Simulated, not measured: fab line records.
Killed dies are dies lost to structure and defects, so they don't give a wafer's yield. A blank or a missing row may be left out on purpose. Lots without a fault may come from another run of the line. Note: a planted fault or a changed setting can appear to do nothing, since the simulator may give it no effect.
Split-lot study || flow n5-finfet || on a route of 1938 steps: 7 lots, 21 wafers read

THE SPLIT
At N5_BEOL_M5_EXPOSE_25 (exposes mask V4, defocus 10 nm), the setting dose-mj was moved away from the recipe's 52.75 on 7 of the 21 wafers read, by -6.3% to +4.9%. All remaining wafers had this setting at the recipe value.

FROM THE SPLIT TO THE READING: what the file shows between them, 2 steps
- N5_BEOL_M5_PEB_26: peb time 60 s
- N5_BEOL_M5_DEVELOP_27: develop time 30 s

THE READING
cd-nm, in nm, at N5_BEOL_M5_CD_MEAS_28 (target cd 30.6 nm, target cd y 20 nm). On this fab line, fault-free wafers typically give 30.54 nm with a standard deviation of 0.29 nm.

{"wafer": "L075.1", "tool, chamber at the split": "euv-scanner-02, 0", "dose-mj as run": 52.75, "against the recipe": "recipe", "cd-nm, nm": 30.70, "against lot-mates on the recipe": "-"}
{"wafer": "L075.4", "tool, chamber at the split": "euv-scanner-02, 0", "dose-mj as run": 49.44, "against the recipe": "-6.3%", "cd-nm, nm": 29.07, "against lot-mates on the recipe": -1.43}
{"wafer": "L075.5", "tool, chamber at the split": "euv-scanner-02, 0", "dose-mj as run": 52.75, "against the recipe": "recipe", "cd-nm, nm": 30.31, "against lot-mates on the recipe": "-"}
{"wafer": "L083.2", "tool, chamber at the split": "euv-scanner-02, 0", "dose-mj as run": 52.75, "against the recipe": "recipe", "cd-nm, nm": 30.44, "against lot-mates on the recipe": "-"}
{"wafer": "L083.4", "tool, chamber at the split": "euv-scanner-02, 0", "dose-mj as run": 55.16, "against the recipe": "+4.6%", "cd-nm, nm": 31.51, "against lot-mates on the recipe": "+0.89"}
{"wafer": "L083.6", "tool, chamber at the split": "euv-scanner-02, 0", "dose-mj as run": 52.75, "against the recipe": "recipe", "cd-nm, nm": 30.80, "against lot-mates on the recipe": "-"}
{"wafer": "L082.1", "tool, chamber at the split": "euv-scanner-02, 0", "dose-mj as run": 52.75, "against the recipe": "recipe", "cd-nm, nm": 30.79, "against lot-mates on the recipe": "-"}
{"wafer": "L082.4", "tool, chamber at the split": "euv-scanner-02, 0", "dose-mj as run": 50.39, "against the recipe": "-4.5%", "cd-nm, nm": 29.18, "against lot-mates on the recipe": -1.48}
{"wafer": "L082.5", "tool, chamber at the split": "euv-scanner-02, 0", "dose-mj as run": 52.75, "against the recipe": "recipe", "cd-nm, nm": 30.52, "against lot-mates on the recipe": "-"}
{"wafer": "L090.1", "tool, chamber at the split": "euv-scanner-02, 0", "dose-mj as run": 50.54, "against the recipe": "-4.2%", "cd-nm, nm": 29.83, "against lot-mates on the recipe": "no lot-mate on the recipe"}
{"wafer": "L090.3", "tool, chamber at the split": "euv-scanner-02, 0", "dose-mj as run": 50.54, "against the recipe": "-4.2%", "cd-nm, nm": 29.40, "against lot-mates on the recipe": "no lot-mate on the recipe"}
{"wafer": "L090.6", "tool, chamber at the split": "euv-scanner-02, 0", "dose-mj as run": 50.54, "against the recipe": "-4.2%", "cd-nm, nm": 29.40, "against lot-mates on the recipe": "no lot-mate on the recipe"}
{"wafer": "L092.1", "tool, chamber at the split": "euv-scanner-01, 0", "dose-mj as run": 52.75, "against the recipe": "recipe", "cd-nm, nm": 30.83, "against lot-mates on the recipe": "-"}
{"wafer": "L092.2", "tool, chamber at the split": "euv-scanner-01, 0", "dose-mj as run": 52.75, "against the recipe": "recipe", "cd-nm, nm": 30.34, "against lot-mates on the recipe": "-"}
{"wafer": "L092.4", "tool, chamber at the split": "euv-scanner-01, 0", "dose-mj as run": 52.75, "against the recipe": "recipe", "cd-nm, nm": 31.12, "against lot-mates on the recipe": "-"}
{"wafer": "L096.2", "tool, chamber at the split": "euv-scanner-01, 0", "dose-mj as run": 52.75, "against the recipe": "recipe", "cd-nm, nm": 30.21, "against lot-mates on the recipe": "-"}
{"wafer": "L096.4", "tool, chamber at the split": "euv-scanner-01, 0", "dose-mj as run": 55.34, "against the recipe": "+4.9%", "cd-nm, nm": 31.67, "against lot-mates on the recipe": "+1.29"}
{"wafer": "L096.6", "tool, chamber at the split": "euv-scanner-01, 0", "dose-mj as run": 52.75, "against the recipe": "recipe", "cd-nm, nm": 30.56, "against lot-mates on the recipe": "-"}
{"wafer": "L094.1", "tool, chamber at the split": "euv-scanner-01, 0", "dose-mj as run": 52.75, "against the recipe": "recipe", "cd-nm, nm": 30.92, "against lot-mates on the recipe": "-"}
{"wafer": "L094.2", "tool, chamber at the split": "euv-scanner-01, 0", "dose-mj as run": 52.75, "against the recipe": "recipe", "cd-nm, nm": 31.14, "against lot-mates on the recipe": "-"}
{"wafer": "L094.6", "tool, chamber at the split": "euv-scanner-01, 0", "dose-mj as run": 52.75, "against the recipe": "recipe", "cd-nm, nm": 30.69, "against lot-mates on the recipe": "-"}

THE FIT
A straight line over all 21 wafers: cd-nm changes by +0.247 nm for each +1% of dose-mj; r = +0.93; the points scatter about the line by 0.28 nm.
The same after taking each lot's own level away (the mean of its wafers on the recipe; 18 wafers): +0.249 nm for each +1%; r = +0.94; scatter 0.23 nm.
The reading moves by 1.6 nm for the largest change in dose-mj, on that fit.
Across the lots, their own levels run from 30.385 to 30.917 nm, a range of 1.8 times the standard deviation given above.
Consequently the slope shifts little with the lot-to-lot level, the two slopes agreeing.
Check: for one of the wafers moved furthest among these (-6.3%), held out of the fit, the line's prediction against its lot-mates is -1.69 nm. It came out at -1.43 nm against them.

THE WHOLE CHAIN: every reading that the file lists as answering this split, in the file's order
{"step": "N5_BEOL_M5_CD_MEAS_28", "what it does": "target cd 30.6 nm, target cd y 20 nm", "reading": "cd-nm", "change (the file's fit)": "+0.249 nm for each +1% of the setting", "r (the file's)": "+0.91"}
{"step": "N5_BEOL_M5_ETCH_67", "what it does": "etches SiARC in CF4, target depth 15.6 nm, time 26 s", "reading": "BEOL_M5.cd-nm (the simulator's own value, which no gauge read)", "change (the file's fit)": "+0.215 nm for each +1% of the setting", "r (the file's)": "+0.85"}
{"step": "N5_BEOL_M5_ETCH_68", "what it does": "etches SOC in N2/H2, target depth 80 nm, overetch 16 nm, time 120 s", "reading": "BEOL_M5.cd-nm (the simulator's own value, which no gauge read)", "change (the file's fit)": "+0.204 nm for each +1% of the setting", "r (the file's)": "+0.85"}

FILE'S OWN FIT
cd-nm changes by +0.249 nm for each +1% of dose-mj, r = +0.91.
